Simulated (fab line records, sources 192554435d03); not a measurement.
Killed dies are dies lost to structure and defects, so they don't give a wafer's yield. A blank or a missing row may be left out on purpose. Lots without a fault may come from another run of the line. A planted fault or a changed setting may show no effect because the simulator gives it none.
Which tool did it? | flow n5_finfet | 24 lots, 72 wafers sampled, at 6 steps of a route of 1938

WHAT THE GAUGES READ, wafer by wafer
N5_ILD0_THK_MEAS_04.
lot  | measured    | on            | thk_nm (nm)
L074 | day 3 14:52 | film_metro-02 | 198.2 196.9 197.2
L075 | day 3 22:23 | film_metro-02 | 196.7 198.9 197.7
L076 | day 4 03:46 | film_metro-02 | 198.0 198.5 198.3
L077 | day 4 08:21 | film_metro-02 | 198.9 197.8 198.2
L078 | day 4 12:43 | film_metro-02 | 195.0 198.4 197.8
L079 | day 4 21:57 | film_metro-01 | 197.8 197.6 196.5
L080 | day 5 03:50 | film_metro-02 | 195.6 198.0 195.2
L081 | day 5 10:00 | film_metro-01 | 197.8 197.3 199.4
L082 | day 5 17:01 | film_metro-02 | 197.3 197.8 199.2
L083 | day 6 02:22 | film_metro-01 | 196.5 197.5 196.3
L084 | day 6 03:42 | film_metro-01 | 198.4 199.2 198.6
L085 | day 6 09:05 | film_metro-02 | 196.2 198.9 197.1
L086 | day 6 13:22 | film_metro-02 | 197.2 197.6 198.3
L087 | day 6 19:22 | film_metro-02 | 198.7 197.2 198.7
L088 | day 7 03:47 | film_metro-02 | 198.0 197.0 198.5
L089 | day 7 06:31 | film_metro-02 | 197.9 198.9 198.0
L090 | day 7 12:44 | film_metro-01 | 197.7 196.2 198.1
L091 | day 8 03:29 | film_metro-02 | 198.2 197.1 199.0
L092 | day 8 01:23 | film_metro-02 | 198.1 198.1 195.9
L093 | day 8 08:14 | film_metro-01 | 198.8 197.9 196.6
L094 | day 8 13:09 | film_metro-01 | 197.5 196.0 196.4
L095 | day 8 20:41 | film_metro-02 | 197.7 197.8 199.3
L096 | day 9 03:14 | film_metro-01 | 197.2 197.4 198.1
L097 | day 9 07:38 | film_metro-01 | 198.9 196.9 200.5

N5_SDB_CD_MEAS_11: target cd 50 nm.
lot  | measured    | on        | cd_nm (nm)
L074 | day 3 18:49 | cd_sem-03 | 51.7 51.4 51.9
L075 | day 4 02:43 | cd_sem-02 | 47.4 49.9 49.8
L076 | day 4 07:57 | cd_sem-01 | 52.5 51.3 50.9
L077 | day 4 12:16 | cd_sem-02 | 48.6 48.2 48.5
L078 | day 4 16:58 | cd_sem-01 | 49.7 49.8 51.1
L079 | day 5 02:01 | cd_sem-02 | 51.3 47.9 50.3
L080 | day 5 07:53 | cd_sem-02 | 52.0 50.2 51.3
L081 | day 5 14:03 | cd_sem-03 | 47.9 48.0 50.0
L082 | day 5 21:04 | cd_sem-01 | 52.3 51.5 53.8
L083 | day 6 06:17 | cd_sem-03 | 52.7 52.0 52.6
L084 | day 6 08:02 | cd_sem-01 | 51.7 52.0 50.5
L085 | day 6 13:08 | cd_sem-02 | 54.2 51.2 51.7
L086 | day 6 17:25 | cd_sem-03 | 50.0 50.9 48.8
L087 | day 6 23:23 | cd_sem-01 | 52.6 51.8 52.0
L088 | day 7 07:50 | cd_sem-01 | 50.6 49.2 51.9
L089 | day 7 10:35 | cd_sem-01 | 50.7 53.4 52.2
L090 | day 7 16:53 | cd_sem-03 | 51.5 51.5 51.1
L091 | day 8 07:32 | cd_sem-01 | 54.2 50.7 51.4
L092 | day 8 05:19 | cd_sem-02 | 52.9 51.6 52.2
L093 | day 8 12:10 | cd_sem-01 | 50.4 51.5 52.5
L094 | day 8 17:04 | cd_sem-02 | 52.1 51.9 51.3
L095 | day 9 00:44 | cd_sem-02 | 49.6 51.0 50.4
L096 | day 9 07:09 | cd_sem-02 | 51.6 49.9 51.8
L097 | day 9 11:42 | cd_sem-01 | 49.5 50.6 52.1

N5_SDB_INSPECT_13: inspects for defects (brightfield).
lot  | measured    | on                | raw_defect_count
L074 | day 3 18:52 | defect_inspect-02 | 146 97 213
L075 | day 4 02:46 | defect_inspect-02 | 79 52 104
L076 | day 4 08:18 | defect_inspect-02 | 89 75 49
L077 | day 4 12:20 | defect_inspect-02 | 33 78 47
L078 | day 4 17:01 | defect_inspect-02 | 96 48 66
L079 | day 5 02:04 | defect_inspect-02 | 103 60 50
L080 | day 5 07:57 | defect_inspect-02 | 111 78 62
L081 | day 5 14:07 | defect_inspect-02 | 57 81 64
L082 | day 5 21:07 | defect_inspect-02 | 77 90 59
L083 | day 6 06:20 | defect_inspect-02 | 136 90 78
L084 | day 6 08:06 | defect_inspect-01 | 52 87 57
L085 | day 6 13:11 | defect_inspect-02 | 72 98 94
L086 | day 6 17:28 | defect_inspect-02 | 55 79 85
L087 | day 6 23:26 | defect_inspect-02 | 79 91 121
L088 | day 7 07:53 | defect_inspect-02 | 88 72 197
L089 | day 7 10:38 | defect_inspect-02 | 116 82 54
L090 | day 7 16:56 | defect_inspect-02 | 88 54 71
L091 | day 8 07:35 | defect_inspect-02 | 92 109 134
L092 | day 8 05:22 | defect_inspect-01 | 87 58 50
L093 | day 8 12:13 | defect_inspect-02 | 51 47 61
L094 | day 8 17:08 | defect_inspect-02 | 153 75 68
L095 | day 9 00:47 | defect_inspect-02 | 51 52 45
L096 | day 9 07:13 | defect_inspect-01 | 62 112 85
L097 | day 9 11:45 | defect_inspect-02 | 71 68 40

N5_DUMMY_REMOVAL_INSPECT_06: inspects for defects (brightfield).
lot  | measured    | on                | raw_defect_count
L074 | day 3 23:41 | defect_inspect-02 | 6 14 7
L075 | day 4 06:59 | defect_inspect-02 | 7 6 14
L076 | day 4 12:41 | defect_inspect-02 | 10 9 9
L077 | day 4 17:23 | defect_inspect-02 | 21 17 20
L078 | day 4 22:01 | defect_inspect-02 | 15 9 5
L079 | day 5 06:11 | defect_inspect-02 | 16 7 7
L080 | day 5 12:32 | defect_inspect-02 | 11 10 6
L081 | day 5 18:31 | defect_inspect-02 | 16 9 11
L082 | day 6 01:14 | defect_inspect-02 | 26 23 33
L083 | day 6 10:33 | defect_inspect-02 | 7 9 10
L084 | day 6 12:13 | defect_inspect-01 | 18 10 13
L085 | day 6 17:19 | defect_inspect-02 | 2 16 18
L086 | day 6 21:42 | defect_inspect-01 | 14 8 13
L087 | day 7 04:42 | defect_inspect-01 | 24 14 11
L088 | day 7 12:20 | defect_inspect-01 | 13 8 14
L089 | day 7 14:45 | defect_inspect-01 | 20 11 8
L090 | day 7 21:15 | defect_inspect-02 | 12 10 13
L091 | day 8 11:46 | defect_inspect-02 | 10 10 18
L092 | day 8 10:14 | defect_inspect-01 | 11 8 10
L093 | day 8 16:23 | defect_inspect-01 | 20 22 15
L094 | day 8 21:21 | defect_inspect-01 | 7 11 10
L095 | day 9 05:13 | defect_inspect-01 | 8 12 18
L096 | day 9 12:04 | defect_inspect-01 | 17 7 8
L097 | day 9 18:35 | defect_inspect-01 | 6 9 6

N5_HKMG_FIN_CD_MEAS_49: target cd 202 nm.
lot  | measured    | on        | cd_nm (nm)
L074 | day 4 01:02 | cd_sem-03 | 201.5 201.9 201.0
L075 | day 4 08:29 | cd_sem-02 | 202.0 201.7 201.9
L076 | day 4 14:01 | cd_sem-01 | 199.7 201.3 201.6
L077 | day 4 18:50 | cd_sem-03 | 201.6 201.3 202.0
L078 | day 4 23:19 | cd_sem-01 | 200.9 201.8 201.5
L079 | day 5 07:41 | cd_sem-03 | 201.7 202.7 202.3
L080 | day 5 13:56 | cd_sem-03 | 199.8 201.0 201.1
L081 | day 5 19:59 | cd_sem-01 | 202.4 202.4 203.3
L082 | day 6 02:32 | cd_sem-02 | 202.5 202.9 203.2
L083 | day 6 12:01 | cd_sem-03 | 202.2 201.8 201.9
L084 | day 6 13:23 | cd_sem-03 | 203.7 202.9 203.6
L085 | day 6 18:37 | cd_sem-02 | 201.8 201.5 202.3
L086 | day 6 22:53 | cd_sem-02 | 200.9 202.3 201.4
L087 | day 7 05:53 | cd_sem-02 | 201.0 202.4 202.5
L088 | day 7 13:42 | cd_sem-03 | 202.4 201.9 202.3
L089 | day 7 16:11 | cd_sem-01 | 201.5 201.7 201.8
L090 | day 7 22:27 | cd_sem-03 | 201.9 202.0 203.1
L091 | day 8 13:28 | cd_sem-02 | 202.3 201.8 200.8
L092 | day 8 11:33 | cd_sem-01 | 201.3 202.3 202.6
L093 | day 8 17:43 | cd_sem-02 | 201.9 201.6 201.0
L094 | day 8 22:45 | cd_sem-01 | 202.8 203.0 203.1
L095 | day 9 06:23 | cd_sem-02 | 202.5 202.4 201.5
L096 | day 9 13:49 | cd_sem-02 | 202.5 201.2 201.6
L097 | day 9 19:47 | cd_sem-02 | 202.3 202.8 201.8

WHICH TOOL RAN EACH LOT (tool, then ch and the chambers of the sampled wafers, then the start)
lot  | N5_SD_EPI_P_SD_RECESS_17
L074 | rie_si-02 ch 1,2, day 3 07:50
L075 | rie_si-06 ch 0,1,2, day 3 15:54
L076 | rie_si-02 ch 1,2, day 3 20:29
L077 | rie_si-02 ch 1,2,3, day 4 00:17
L078 | rie_si-02 ch 0,1,3, day 4 05:21
L079 | rie_si-06 ch 0,1,2, day 4 15:19
L080 | rie_si-01 ch 2,3, day 4 19:08
L081 | rie_si-06 ch 2,3, day 5 03:17
L082 | rie_si-06 ch 0,1,2, day 5 10:32
L083 | rie_si-01 ch 0,2,3, day 5 17:50
L084 | rie_si-01 ch 0,1,2, day 5 20:00
L085 | rie_si-01 ch 0,2,3, day 6 02:25
L086 | rie_si-01 ch 1,3, day 6 06:24
L087 | rie_si-06 ch 0,1,2, day 6 11:53
L088 | rie_si-06 ch 0,2,3, day 6 17:49
L089 | rie_si-02 ch 0,1,3, day 6 22:53
L090 | rie_si-01 ch 0,2,3, day 7 05:17
L091 | rie_si-02 ch 0,1,3, day 7 17:32
L092 | rie_si-01 ch 1,2, day 7 18:44
L093 | rie_si-01 ch 2,3, day 8 01:42
L094 | rie_si-06 ch 1,2,3, day 8 06:38
L095 | rie_si-06 ch 1,2, day 8 13:50
L096 | rie_si-06 ch 1,2,3, day 8 19:52
L097 | rie_si-01 ch 0,1,2, day 9 00:14
- N5_SD_EPI_P_SD_RECESS_17: chemistry HBr/Cl2/O2, target depth 39.1 nm, bt time 3 s.

WHAT THE TOOLS THEMSELVES READ (means of the sampled wafers that have a number; where no wafer has one, the mark that the record gives instead)
N5_SD_EPI_P_SD_RECESS_17.
lot  | tool      | drypump_motor_current_A (A) | he_backside_leak_sccm (sccm) | oes_product_au (a.u.) | throttle_valve_pct (%)
L074 | rie_si-02 | 5.2                         | 2.5                          | 1.006                 | 36.61
L075 | rie_si-06 | 5.8                         | 3.1                          | 1.021                 | 37.03
L076 | rie_si-02 | 5.5                         | 2.5                          | 1.005                 | 36.98
L077 | rie_si-02 | 5.6                         | 2.7                          | 1.013                 | 36.83
L078 | rie_si-02 | 5.5                         | 2.7                          | 1.000                 | 36.61
L079 | rie_si-06 | 5.8                         | 3.0                          | 1.006                 | 37.03
L080 | rie_si-01 | 6.0                         | 2.8                          | 1.007                 | 37.01
L081 | rie_si-06 | 5.9                         | 2.9                          | 1.000                 | 37.07
L082 | rie_si-06 | 5.8                         | 2.9                          | 1.013                 | 37.04
L083 | rie_si-01 | 6.1                         | 3.3                          | 1.008                 | 37.00
L084 | rie_si-01 | 5.7                         | 2.5                          | 0.994                 | 36.89
L085 | rie_si-01 | 6.1                         | 2.8                          | 1.002                 | 37.01
L086 | rie_si-01 | 6.0                         | 2.8                          | 0.998                 | 36.78
L087 | rie_si-06 | 5.8                         | 2.9                          | 1.019                 | 37.03
L088 | rie_si-06 | 5.8                         | 3.0                          | 1.007                 | 37.13
L089 | rie_si-02 | 5.5                         | 2.9                          | 0.995                 | 36.62
L090 | rie_si-01 | 6.1                         | 2.8                          | 1.003                 | 37.01
L091 | rie_si-02 | 5.5                         | 2.7                          | 1.000                 | 36.62
L092 | rie_si-01 | 5.3                         | 2.3                          | 0.982                 | 36.73
L093 | rie_si-01 | 6.2                         | 2.9                          | 1.007                 | 36.96
L094 | rie_si-06 | 5.9                         | 2.9                          | 1.007                 | 36.97
L095 | rie_si-06 | 5.8                         | 2.8                          | 1.004                 | 36.87
L096 | rie_si-06 | 5.9                         | 2.9                          | 1.001                 | 36.97
L097 | rie_si-01 | 5.7                         | 2.5                          | 0.995                 | 36.89

THE ANSWER, worked out from the rows above alone
Rule: what is usual is taken from the lots themselves. Put in order of their means at a reading, lots are off if they are a third of the lots or fewer, leave a main group of 4 or more, and stand apart from it by a gap of 3 or more times the standard deviation of the main group's means; of several such gaps the widest counts. A main group whose means are all the same, to the digits that the tables above print for the reading, isn't used. A lot without any number at a reading at which 4 lots or more have one is off too. The other lots that the step has rows for count as sound. The gauges are gone through in route order, then the tools' own readings, and for those a lot's mean is taken as printed above. The first step at which some lot is off is used, and at that step the reading that is off furthest; a lot without a number counts as furthest.
No lot is off at any reading shown: from this, nothing can be told.

WHAT THE SIMULATOR HAD PUT IN
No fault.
